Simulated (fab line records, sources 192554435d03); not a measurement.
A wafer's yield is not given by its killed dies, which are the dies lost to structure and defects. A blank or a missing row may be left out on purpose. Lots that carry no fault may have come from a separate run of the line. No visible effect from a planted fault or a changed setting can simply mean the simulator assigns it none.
fab line records -- flow n5-finfet
record: lots: 6, wafers: 18, last-day: 17
route steps=1938 shown BEOL_M10@1502 PASSIVATION@1936
lots that met no fault: taken from a fault-free run of the same line
start-h: the number of hours between the record's first day and the start of the first shown wafer of the lot -- wait-h: hours from the lot's prior step to this one -- " unchanged from the row above -- L1.1+2: one row covering several wafers at once -- - either no value or no given start -- * or withheld: withheld -- < > ~ a bound
route shown NAME@n: NAME is a module with steps in the file, n the number in the route of the first one -- usual: mean and standard deviation over wafers with no fault -- same: alike in all rows -- chamber/n: place in a boat -- sites: readings site by site -- _std_site: their standard deviation -- _edge_site: inner sites' mean taken away from outer sites' mean -- radius-mm: how far each site lies from the wafer's centre -- mask NAME#n: copy n -- behind: the last tool/chamber to shape the wafer -- hold: cause of the lot's hold/its duration in hours/its outcome -- device: transistor that didn't switch, given as n, p or np -- end of line: tests run on the same wafers once the route is complete -- a step with no rows: only its recipe -- killed: not the wafer's yield, but the dies lost to structure and defects at the first sort -- map: the dies of a wafer, with x for killed, . for not killed, _ for no die there
set.NAME: setting as actually run; set.NAME@STEP: the setting as run at that earlier step -- model.NAME: the simulator's own value behind a step, which no gauge read
lots seen at some steps along the route; tables by step, rows by wafer
services: a tool's chamber out of use, with start hour (start-h, from the record's first day; less than 0 if before it), hours out, and reason
== steps ==
step: N5_BEOL_M10_CD_MEAS_28
recipe: target-cd-nm: 70, landing-energy-ev: 500, detector: se-inlens, polarity: opening
usual: cd-nm: 70.2/0.69
lot.wafer,tool,chamber,start-h,wait-h,cd-nm
L221.1,cd-sem-01,0,237.28,-,69.6
L221.3,cd-sem-01,0,237.28,-,69.9
L221.6,cd-sem-01,0,237.28,-,69.5
L230.1,cd-sem-02,0,292.33,-,69.8
L230.2,cd-sem-02,0,292.33,-,70.5
L230.5,cd-sem-02,0,292.33,-,69.8
L235.3,cd-sem-02,0,312.38,-,70.1
L235.4,cd-sem-02,0,312.38,-,71.4
L235.5,cd-sem-02,0,312.38,-,70.5
L236.4,cd-sem-03,0,329.59,-,70.5
L236.5,cd-sem-03,0,329.59,-,69.4
L236.6,cd-sem-03,0,329.59,-,70.9
L239.3,cd-sem-03,0,345.92,-,70.6
L239.4,cd-sem-03,0,345.92,-,71.4
L239.5,cd-sem-03,0,345.92,-,70.3
L242.1,cd-sem-02,0,355.79,-,70.2
L242.2,cd-sem-02,0,355.79,-,70.6
L242.3,cd-sem-02,0,355.79,-,70.0
step: N5_BEOL_M10_OVL_MEAS_29
recipe: points-per-wafer: 44
usual: V9_OVL: 0.0/0.66
lot.wafer,tool,chamber,start-h,wait-h,V9_OVL[nm]
L221.1,overlay-02,0,237.31,0.0,-0.6
L221.3,overlay-02,0,237.31,0.0,0.4
L221.6,overlay-02,0,237.31,0.0,1.2
L230.1,overlay-02,0,292.36,0.0,0.0
L230.2,overlay-02,0,292.36,0.0,-0.3
L230.5,overlay-02,0,292.36,0.0,0.2
L235.3,overlay-02,0,312.41,0.0,-0.8
L235.4,overlay-02,0,312.41,0.0,0.4
L235.5,overlay-02,0,312.41,0.0,0.1
L236.4,overlay-01,0,329.62,0.0,-0.4
L236.5,overlay-01,0,329.62,0.0,-1.1
L236.6,overlay-01,0,329.62,0.0,-0.2
L239.3,overlay-02,0,345.95,0.0,0.0
L239.4,overlay-02,0,345.95,0.0,0.0
L239.5,overlay-02,0,345.95,0.0,0.1
L242.1,overlay-01,0,355.82,0.0,0.4
L242.2,overlay-01,0,355.82,0.0,0.8
L242.3,overlay-01,0,355.82,0.0,-1.1
step: N5_BEOL_M10_INSPECT_30
recipe: mode: adi, inspect-instrument: brightfield
usual: raw-defect-count: 458/91
lot.wafer,tool,chamber,start-h,wait-h,raw-defect-count
L221.1,defect-inspect-01,-,237.33,0.0,483
L221.3,defect-inspect-01,-,237.33,0.0,448
L221.6,defect-inspect-01,-,237.33,0.0,560
L230.1,defect-inspect-02,-,292.38,0.0,369
L230.2,defect-inspect-02,-,292.38,0.0,456
L230.5,defect-inspect-02,-,292.38,0.0,414
L235.3,defect-inspect-02,-,312.43,0.0,401
L235.4,defect-inspect-02,-,312.43,0.0,421
L235.5,defect-inspect-02,-,312.43,0.0,471
L236.4,defect-inspect-02,-,329.65,0.0,368
L236.5,defect-inspect-02,-,329.65,0.0,453
L236.6,defect-inspect-02,-,329.65,0.0,415
L239.3,defect-inspect-01,-,345.97,0.0,344
L239.4,defect-inspect-01,-,345.97,0.0,603
L239.5,defect-inspect-01,-,345.97,0.0,374
L242.1,defect-inspect-02,-,355.84,0.0,306
L242.2,defect-inspect-02,-,355.84,0.0,343
L242.3,defect-inspect-02,-,355.84,0.0,434
step: N5_BEOL_M10_DESCUM_33
recipe: chemistry: O2, time-s: 7.9, source-power-w: 50, bias-power-w: 20, pressure-mtorr: 20, rf-frequency-hz: 2.712e+07, temp-c: 40, resist: CAR-ArF, o2-flow-sccm: 225
usual: drypump-motor-current-A: 5.7/0.45, oes-product-au: 0.79/0.09, rf-fwd-power-W: 49.49/0.23, rf-vpp-V: 243.2/1.4, showerhead-plenum-p-Torr: 2.10/0.071, throttle-valve-pct: 20.28/0.24
lot.wafer,tool,chamber,start-h,wait-h,drypump-motor-current-A,oes-product-au,rf-fwd-power-W,rf-hours-counter-h,rf-vpp-V,showerhead-plenum-p-Torr,throttle-valve-pct
L221.1,rie-diel-03,1,237.37,0.0,5.7,0.78,49.89,121,245.8,2.19,20.10
L221.3,rie-diel-03,2,237.37,0.0,6.6,0.70,49.40,227,244.4,2.15,20.73
L221.6,rie-diel-03,3,237.37,0.0,6.3,0.77,49.43,-,242.0,2.01,20.30
L230.1,rie-diel-01,0,292.71,0.3,5.5,0.89,49.44,35,243.6,2.13,19.83
L230.2,rie-diel-01,3,292.71,0.3,5.1,0.77,49.48,104,244.0,2.19,20.14
L230.5,rie-diel-01,0,292.71,0.3,5.5,0.89,49.31,-,244.9,2.13,19.83
L235.3,rie-diel-01,1,312.47,0.0,6.1,0.69,49.48,240,243.1,1.98,20.31
L235.4,rie-diel-01,0,312.47,0.0,5.5,0.87,49.12,43,243.9,2.13,19.86
L235.5,rie-diel-01,1,312.47,0.0,6.1,0.69,49.71,-,241.8,1.98,20.33
L236.4,rie-diel-01,0,329.68,0.0,5.5,0.86,49.28,51,242.2,2.12,19.86
L236.5,rie-diel-01,1,329.68,0.0,6.1,0.69,49.31,-,241.2,1.97,20.35
L236.6,rie-diel-01,0,329.68,0.0,5.5,0.86,49.15,-,244.7,2.12,19.85
L239.3,rie-diel-05,1,346.53,0.6,6.2,0.86,49.56,49,242.5,2.03,20.23
L239.4,rie-diel-05,3,346.53,0.6,5.3,0.68,49.41,-,242.6,2.05,20.62
L239.5,rie-diel-05,0,346.53,0.6,5.2,0.89,49.67,-,244.1,2.14,20.20
L242.1,rie-diel-05,2,355.88,0.0,6.3,0.99,49.68,0,242.4,2.06,20.29
L242.2,rie-diel-05,0,355.88,0.0,5.2,0.88,49.41,28,243.8,2.14,20.23
L242.3,rie-diel-05,1,355.88,0.0,6.1,0.86,49.95,53,242.9,2.03,20.23
step: N5_BEOL_M10_ETCH_65
recipe: chemistry: CF4, target: SiARC, target-depth-a: 390, mask-material: CAR-ArF, time-s: 65, ion-energy-ev: 80, pressure-mtorr: 40, source-w: 545, bias-w: 36, Ar_flow_sccm: 100, cf4-flow-sccm: 100, ends: cleared
step: N5_BEOL_M10_ETCH_66
recipe: chemistry: N2/H2, target: SOC, target-depth-a: 1200, overetch-a: 240, mask-material: SiARC, temp-c: 40, time-s: 180, ion-energy-ev: 200, pressure-mtorr: 30, source-w: 840, bias-w: 150, n2-flow-sccm: 200, h2-flow-sccm: 200
usual: drypump-motor-current-A: 5.7/0.45, oes-product-au: 0.64/0.07, rf-fwd-power-W: 837.4/2.5, rf-vpp-V: 524.1/2.5, showerhead-plenum-p-Torr: 2.55/0.085, throttle-valve-pct: 17.70/0.26
lot.wafer,tool,chamber,start-h,wait-h,drypump-motor-current-A,oes-product-au,rf-fwd-power-W,rf-hours-counter-h,rf-vpp-V,showerhead-plenum-p-Torr,throttle-valve-pct
L221.1,rie-diel-03,1,237.45,0.0,5.6,0.63,833.0,121,526.3,2.65,17.37
L221.3,rie-diel-03,2,237.45,0.0,6.6,0.57,837.9,227,526.6,2.62,18.26
L221.6,rie-diel-03,3,237.45,0.0,6.3,0.62,837.5,-,520.5,2.43,17.65
L230.1,rie-diel-01,0,292.79,0.0,5.5,0.71,837.0,35,526.0,2.59,17.25
L230.2,rie-diel-01,3,292.79,0.0,5.1,0.62,832.6,104,526.8,2.68,17.69
L230.5,rie-diel-01,0,292.79,0.0,5.5,0.72,840.4,-,525.4,2.59,17.24
L235.3,rie-diel-01,1,312.55,0.0,6.1,0.56,839.0,240,520.1,2.40,17.74
L235.4,rie-diel-01,0,312.55,0.0,5.5,0.71,835.5,43,525.2,2.59,17.25
L235.5,rie-diel-01,1,312.55,0.0,6.1,0.55,841.7,-,518.3,2.40,17.74
L236.4,rie-diel-01,0,329.76,0.0,5.5,0.70,834.9,51,523.7,2.59,17.26
L236.5,rie-diel-01,1,329.76,0.0,6.1,0.56,841.6,-,519.9,2.40,17.75
L236.6,rie-diel-01,0,329.76,0.0,5.5,0.70,836.4,-,524.8,2.59,17.26
L239.3,rie-diel-05,1,346.61,0.0,6.2,0.69,838.1,49,522.3,2.48,17.68
L239.4,rie-diel-05,3,346.61,0.0,5.4,0.56,835.3,-,520.3,2.51,18.09
L239.5,rie-diel-05,0,346.61,0.0,5.2,0.72,838.3,-,526.9,2.59,17.57
L242.1,rie-diel-05,2,355.96,0.0,6.3,0.79,840.3,0,522.7,2.51,17.68
L242.2,rie-diel-05,0,355.96,0.0,5.2,0.71,837.1,28,527.3,2.59,17.56
L242.3,rie-diel-05,1,355.96,0.0,6.2,0.69,841.1,53,522.9,2.48,17.70
step: N5_BEOL_M10_STRIP_69
recipe: chemistry: N2/H2, temp-c: 40, n2-flow-sccm: 200, h2-flow-sccm: 200, rf-frequency-hz: 6e+07
step: N5_BEOL_M10_VIA_ETCH_34
recipe: chemistry: C4F6/O2, target: SiCOH_lowk, target-depth-a: 1845, mask-material: SOC, taper-deg: 4, time-s: 69.2, ion-energy-ev: 250, pressure-mtorr: 30, source-w: 345, bias-w: 185, Ar_flow_sccm: 300, C4F6_flow_sccm: 10, O2_flow_sccm: 10
usual: C4F6_flow_sccm: 9.995/0.027, drypump-motor-current-A: 5.7/0.45, mfc-ar-sccm: 300.0/0.99, oes-product-au: 0.79/0.091, rf-fwd-power-W: 342.5/1.4, rf-vpp-V: 662/5.9, showerhead-plenum-p-Torr: 2.85/0.089, throttle-valve-pct: 20.76/0.25
lot.wafer,tool,chamber,start-h,wait-h,C4F6_flow_sccm,drypump-motor-current-A,mfc-ar-sccm,oes-product-au,rf-fwd-power-W,rf-hours-counter-h,rf-vpp-V,showerhead-plenum-p-Torr,throttle-valve-pct
L221.1,rie-diel-03,1,237.58,0.0,10.014,5.7,299.8,0.77,342.5,121,666,2.99,20.62
L221.3,rie-diel-03,2,237.58,0.0,10.001,6.6,299.1,0.69,342.5,227,665,2.92,21.25
L221.6,rie-diel-03,3,237.58,0.0,10.033,6.3,300.3,0.77,340.5,-,661,2.74,20.83
L230.1,rie-diel-01,0,292.92,0.0,10.001,5.5,300.0,0.89,341.1,35,672,2.89,20.32
L230.2,rie-diel-01,3,292.92,0.0,10.049,5.1,300.3,0.76,342.2,104,668,2.98,20.62
L230.5,rie-diel-01,0,292.92,0.0,10.046,5.5,298.8,0.88,341.7,-,670,2.89,20.31
L235.3,rie-diel-01,1,312.68,0.0,10.012,6.1,302.0,0.68,340.9,241,659,2.70,20.88
L235.4,rie-diel-01,0,312.68,0.0,10.015,5.5,299.8,0.86,341.7,43,671,2.89,20.34
L235.5,rie-diel-01,1,312.68,0.0,9.984,6.1,300.6,0.69,342.3,-,659,2.70,20.86
L236.4,rie-diel-01,0,329.89,0.0,10.000,5.5,298.9,0.86,342.1,51,672,2.89,20.35
L236.5,rie-diel-01,1,329.89,0.0,9.975,6.1,299.6,0.69,342.4,-,660,2.70,20.87
L236.6,rie-diel-01,0,329.89,0.0,9.962,5.5,298.5,0.86,340.8,-,672,2.89,20.33
L239.3,rie-diel-05,1,346.74,0.0,9.995,6.2,299.1,0.86,345.2,49,657,2.77,20.68
L239.4,rie-diel-05,3,346.74,0.0,10.038,5.4,299.2,0.67,343.0,-,658,2.80,21.12
L239.5,rie-diel-05,0,346.74,0.0,10.077,5.2,299.1,0.89,344.1,-,661,2.90,20.67
L242.1,rie-diel-05,2,356.09,0.0,9.991,6.3,299.0,0.96,341.7,0,653,2.81,20.76
L242.2,rie-diel-05,0,356.09,0.0,9.976,5.2,300.8,0.87,343.9,28,661,2.90,20.68
L242.3,rie-diel-05,1,356.09,0.0,10.029,6.2,300.1,0.85,342.7,53,656,2.77,20.69
step: N5_BEOL_M10_STRIP_73
recipe: chemistry: C4F6/O2, resist: SiARC, rf-frequency-hz: 6e+07
step: N5_BEOL_M10_STRIP_36
recipe: chemistry: N2/H2, power-w: 450, temp-c: 40, pressure-mtorr: 20, rf-frequency-hz: 6e+07, overash-fraction: 0.3, bias-power-w: 7, h2-frac: 0.5, n2-flow-sccm: 200, h2-flow-sccm: 200
step: N5_BEOL_M10_TRENCH_ETCH_37
recipe: chemistry: C4F6/O2, target-depth-a: 1488.3, target: SiCOH_lowk, time-s: 48, ion-energy-ev: 250, pressure-mtorr: 30, source-w: 345, bias-w: 185, Ar_flow_sccm: 300, C4F6_flow_sccm: 10, O2_flow_sccm: 10
usual: C4F6_flow_sccm: 10.00/0.031, drypump-motor-current-A: 5.7/0.45, mfc-ar-sccm: 300.0/1, oes-product-au: 0.79/0.09, rf-fwd-power-W: 341.8/1.5, rf-vpp-V: 662/5.9, showerhead-plenum-p-Torr: 2.85/0.089, throttle-valve-pct: 20.79/0.25
lot.wafer,tool,chamber,start-h,wait-h,C4F6_flow_sccm,drypump-motor-current-A,mfc-ar-sccm,oes-product-au,rf-fwd-power-W,rf-hours-counter-h,rf-vpp-V,showerhead-plenum-p-Torr,throttle-valve-pct
L221.1,rie-diel-03,1,-,-,10.04,5.7,300.0,0.77,341.6,121,667,2.99,20.64
L221.3,rie-diel-03,2,-,-,10.04,6.6,300.5,0.68,342.5,227,665,2.92,21.25
L221.6,rie-diel-03,3,-,-,10.04,6.3,298.8,0.77,340.8,-,660,2.74,20.84
L230.1,rie-diel-01,0,-,-,10.06,5.5,301.1,0.90,339.1,35,672,2.89,20.34
L230.2,rie-diel-01,3,-,-,10.02,5.1,300.3,0.76,343.3,104,666,2.98,20.66
L230.5,rie-diel-01,0,-,-,10.00,5.5,300.9,0.89,340.5,-,672,2.89,20.33
L235.3,rie-diel-01,1,-,-,10.01,6.1,300.2,0.68,343.1,241,660,2.70,20.87
L235.4,rie-diel-01,0,-,-,10.06,5.5,300.6,0.87,341.2,44,671,2.89,20.36
L235.5,rie-diel-01,1,-,-,10.03,6.1,299.6,0.69,342.4,-,659,2.70,20.88
L236.4,rie-diel-01,0,-,-,9.99,5.5,300.8,0.86,341.7,51,673,2.89,20.36
L236.5,rie-diel-01,1,-,-,10.06,6.1,299.6,0.68,342.5,-,660,2.70,20.92
L236.6,rie-diel-01,0,-,-,9.98,5.5,300.3,0.86,342.4,-,670,2.89,20.37
L239.3,rie-diel-05,1,-,-,10.00,6.2,300.0,0.86,344.2,49,657,2.77,20.73
L239.4,rie-diel-05,3,-,-,9.99,5.4,300.8,0.68,339.5,-,657,2.80,21.17
L239.5,rie-diel-05,0,-,-,9.98,5.2,302.5,0.89,343.2,-,661,2.90,20.68
L242.1,rie-diel-05,2,-,-,10.00,6.3,300.7,0.97,343.7,0,655,2.81,20.82
L242.2,rie-diel-05,0,-,-,10.05,5.2,299.2,0.89,342.2,28,661,2.90,20.72
L242.3,rie-diel-05,1,-,-,9.98,6.2,297.7,0.85,341.5,53,657,2.77,20.72
step: N5_BEOL_M10_ETCH_41
recipe: chemistry: CH3F/O2, target: SiCN, target-depth-a: 426, taper-deg: 2, time-s: 86, ion-energy-ev: 120, mask-material: TiN, pressure-mtorr: 30, source-w: 395, bias-w: 75, Ar_flow_sccm: 150, CH3F_flow_sccm: 30, O2_flow_sccm: 20
usual: drypump-motor-current-A: 5.7/0.45, mfc-ar-sccm: 150.0/0.48, oes-product-au: 0.79/0.091, rf-fwd-power-W: 392.5/1.4, rf-vpp-V: 297.4/1.5, showerhead-plenum-p-Torr: 2.01/0.066, throttle-valve-pct: 16.19/0.26
lot.wafer,tool,chamber,start-h,wait-h,drypump-motor-current-A,mfc-ar-sccm,oes-product-au,rf-fwd-power-W,rf-hours-counter-h,rf-vpp-V,showerhead-plenum-p-Torr,throttle-valve-pct
L221.1,rie-diel-03,1,-,-,5.7,150.4,0.78,393.0,121,298.4,2.10,16.03
L221.3,rie-diel-03,2,-,-,6.6,150.0,0.69,390.4,227,298.0,2.06,16.66
L221.6,rie-diel-03,3,-,-,6.3,149.3,0.77,392.0,-,296.5,1.92,16.27
L230.1,rie-diel-01,0,-,-,5.5,149.6,0.90,392.2,35,298.0,2.03,15.76
L230.2,rie-diel-01,3,-,-,5.1,149.8,0.77,394.5,104,297.9,2.10,16.05
L230.5,rie-diel-01,0,-,-,5.5,150.0,0.90,392.1,-,299.2,2.03,15.73
L235.3,rie-diel-01,1,-,-,6.1,150.0,0.68,394.5,241,295.6,1.90,16.35
L235.4,rie-diel-01,0,-,-,5.5,150.0,0.87,392.2,44,298.9,2.03,15.77
L235.5,rie-diel-01,1,-,-,6.1,150.5,0.69,393.0,-,295.1,1.89,16.35
L236.4,rie-diel-01,0,-,-,5.5,149.8,0.86,391.1,51,298.5,2.03,15.79
L236.5,rie-diel-01,1,-,-,6.1,149.9,0.67,392.3,-,295.7,1.89,16.36
L236.6,rie-diel-01,0,-,-,5.5,149.9,0.85,389.1,-,297.8,2.03,15.77
L239.3,rie-diel-05,1,-,-,6.1,149.8,0.86,394.2,49,297.3,1.94,16.08
L239.4,rie-diel-05,3,-,-,5.4,149.8,0.68,392.2,-,296.5,1.97,16.59
L239.5,rie-diel-05,0,-,-,5.2,149.1,0.88,394.7,-,297.9,2.04,16.05
L242.1,rie-diel-05,2,-,-,6.3,150.7,0.96,391.7,0,295.8,1.97,16.12
L242.2,rie-diel-05,0,-,-,5.2,150.0,0.87,392.3,28,298.0,2.04,16.06
L242.3,rie-diel-05,1,-,-,6.2,151.0,0.85,393.7,53,296.1,1.94,16.09
step: N5_BEOL_M10_STRIP_77
recipe: chemistry: N2/H2, time-s: 10, power-w: 450, temp-c: 40, pressure-mtorr: 20, rf-frequency-hz: 6e+07, bias-power-w: 7, n2-flow-sccm: 200, h2-flow-sccm: 200
usual: chamber-pressure-mTorr: 20.000/0.018, drypump-motor-current-A: 5.7/0.45, oes-product-au: 0.79/0.089, rf-vpp-V: 59.2/0.88, showerhead-plenum-p-Torr: 2.55/0.085, throttle-valve-pct: 23.51/0.3
lot.wafer,tool,chamber,start-h,wait-h,chamber-pressure-mTorr,drypump-motor-current-A,oes-product-au,rf-hours-counter-h,rf-vpp-V,showerhead-plenum-p-Torr,throttle-valve-pct
L221.1,rie-diel-03,1,237.78,-,20.025,5.7,0.78,121,60.8,2.65,23.01
L221.3,rie-diel-03,2,237.78,-,19.966,6.6,0.70,227,58.2,2.61,24.18
L221.6,rie-diel-03,3,237.78,-,20.002,6.3,0.76,-,59.0,2.43,23.33
L230.1,rie-diel-01,0,293.12,-,19.988,5.5,0.88,36,57.6,2.59,22.97
L230.2,rie-diel-01,3,293.12,-,19.989,5.1,0.77,104,59.1,2.67,23.62
L230.5,rie-diel-01,0,293.12,-,20.030,5.5,0.87,-,59.6,2.59,22.98
L235.3,rie-diel-01,1,312.88,-,13.972,6.1,0.69,241,59.9,2.40,23.35
L235.4,rie-diel-01,0,312.88,-,13.990,5.5,0.87,44,58.8,2.59,23.00
L235.5,rie-diel-01,1,312.88,-,14.001,6.1,0.69,-,58.6,2.40,23.35
L236.4,rie-diel-01,0,330.09,-,14.022,5.5,0.87,51,57.4,2.58,22.99
L236.5,rie-diel-01,1,330.09,-,13.984,6.1,0.69,-,58.3,2.40,23.39
L236.6,rie-diel-01,0,330.09,-,14.012,5.5,0.86,-,60.3,2.58,23.00
L239.3,rie-diel-05,1,346.94,-,19.993,6.2,0.85,49,59.4,2.47,23.61
L239.4,rie-diel-05,3,346.94,-,20.012,5.4,0.67,-,57.8,2.51,23.89
L239.5,rie-diel-05,0,346.94,-,19.990,5.2,0.89,-,59.7,2.59,23.44
L242.1,rie-diel-05,2,356.29,-,19.995,6.3,0.96,0,59.6,2.50,23.62
L242.2,rie-diel-05,0,356.29,-,20.003,5.2,0.87,28,58.9,2.59,23.45
L242.3,rie-diel-05,1,356.29,-,20.000,6.2,0.84,53,59.2,2.47,23.62
step: N5_BEOL_M10_OCD_MEAS_38
usual: trench-depth-nm: 147.7/2.1
lot.wafer,tool,chamber,start-h,wait-h,trench-depth-nm
L221.1,ocd-01,-,237.86,-,148.2
L221.3,ocd-01,-,237.86,-,145.0
L221.6,ocd-01,-,237.86,-,149.5
L230.1,ocd-01,-,293.20,-,151.4
L230.2,ocd-01,-,293.20,-,147.1
L230.5,ocd-01,-,293.20,-,150.3
L235.3,ocd-01,-,312.96,-,145.4
L235.4,ocd-01,-,312.96,-,149.5
L235.5,ocd-01,-,312.96,-,145.5
L236.4,ocd-02,-,330.18,-,149.5
L236.5,ocd-02,-,330.18,-,145.3
L236.6,ocd-02,-,330.18,-,147.5
L239.3,ocd-01,-,347.03,-,147.7
L239.4,ocd-01,-,347.03,-,145.4
L239.5,ocd-01,-,347.03,-,150.1
L242.1,ocd-01,-,356.37,-,145.8
L242.2,ocd-01,-,356.37,-,150.7
L242.3,ocd-01,-,356.37,-,149.8
step: N5_PASSIVATION_PROBE_49
usual: defect-limited-yield: 91.0/1.5, killed_at_M0_to_M3: 36/12, killed_at_M4_up: 14/5.5, killed-at-contacts: 11/4.8, killed-at-front-end: 42/12, killed-at-other: 3.7/2.7, killed-dies: 106/18, killed-open: 70/13, killed-short: 35/8.2, sort_bin_5_function: 5.3/1, sort_bin_6_memory: 3.3/0.69, sort-n-pass: 1074/18, sort-yield-pct: 91.0/1.5
same: gross-dies: 1180, killed-at-back-side: 0, sort_bin_4_leakage[%]: 0, sort_bin_8_speed[%]: 0
lot.wafer,tool,chamber,start-h,wait-h,defect-limited-yield[%],killed_at_M0_to_M3,killed_at_M4_up,killed-at-contacts,killed-at-front-end,killed-at-other,killed-dies,killed-open,killed-short,sort_bin_5_function[%],sort_bin_6_memory[%],sort-n-pass,sort-yield-pct[%]
L236.4,prober-02,-,382.41,0.2,90.9,21,20,10,54,2,107,77,29,4.7,4.2,1073,90.9
L236.5,prober-02,-,382.46,0.2,91.6,22,21,7,48,1,99,72,26,4.6,3.6,1081,91.6
killed by level:class
L236.4 FIN_SAQP:geometric-particle:open=17 STI_FIN_REVEAL:geometric-particle:open=9 FIN_SAQP:geometric-particle:short=7 MOL_CONTACT_COAG:geometric-particle:open=7 BEOL_M5:geometric-particle:open=7 BEOL_M0_SAQP:geometric-particle:short=6 BEOL_M4:geometric-particle:open=5 BEOL_M2:geometric-particle:open=4
L236.5 STI_FIN_REVEAL:geometric-particle:open=18 BEOL_M4:geometric-particle:open=12 FIN_SAQP:geometric-particle:open=8 BEOL_M0_SAQP:geometric-particle:open=7 FIN_SAQP:geometric-particle:short=5 DUMMY_GATE:geometric-particle:open=5 MOL_CONTACT_COAG:geometric-particle:open=5 BEOL_M2:geometric-particle:open=4
== services ==
tool,chamber,start-h,hours,kind
rie-diel-01,0,225.59,5.0,repair
rie-diel-01,1,246.01,6.7,repair
rie-diel-05,0,261.01,-,clean
rie-diel-05,0,261.01,-,consumable-replace:focus-ring
rie-diel-05,0,261.01,24.8,scheduled-down
rie-diel-05,0,261.01,24.8,vent-cycle
rie-diel-01,1,300.08,2.1,repair
rie-diel-03,-,306.71,2.8,pm
rie-diel-03,2,315.09,11.2,repair
rie-diel-05,3,331.50,3.1,repair
rie-diel-05,2,334.65,-,clean
rie-diel-05,2,334.65,-,consumable-replace:focus-ring
rie-diel-05,2,334.65,20.5,scheduled-down
rie-diel-05,2,334.65,20.5,vent-cycle
rie-diel-01,1,337.69,-,clean
rie-diel-01,1,337.69,-,consumable-replace:focus-ring
rie-diel-01,1,337.69,-,consumable-replace:showerhead
rie-diel-01,1,337.69,13.0,scheduled-down
rie-diel-01,1,337.69,13.0,vent-cycle
rie-diel-01,0,338.64,8.2,repair
rie-diel-05,3,355.31,-,clean
rie-diel-05,3,355.31,-,consumable-replace:focus-ring
rie-diel-05,3,355.31,16.4,scheduled-down
rie-diel-05,3,355.31,16.4,vent-cycle
== key ==
first-sign: step: N5_BEOL_M10_STRIP_77, reading: chamber-pressure-mTorr, direction: down, sigmas: 99+, usual: *, struck: *
effect none on later readings
met-at N5_BEOL_M10_STRIP_77
struck-wafers L235.3,L235.4,L235.5,L236.4,L236.5,L236.6
onset-between 293.12 312.88
fault: kind: process-parameter-drift, tool: rie-diel-01, chamber: -, onset-h: 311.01, steps: N5_BEOL_M10_STRIP_77, channel: pressure-mtorr, offset: *, shape: step, end-h: 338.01, acts-in: *, stated: *
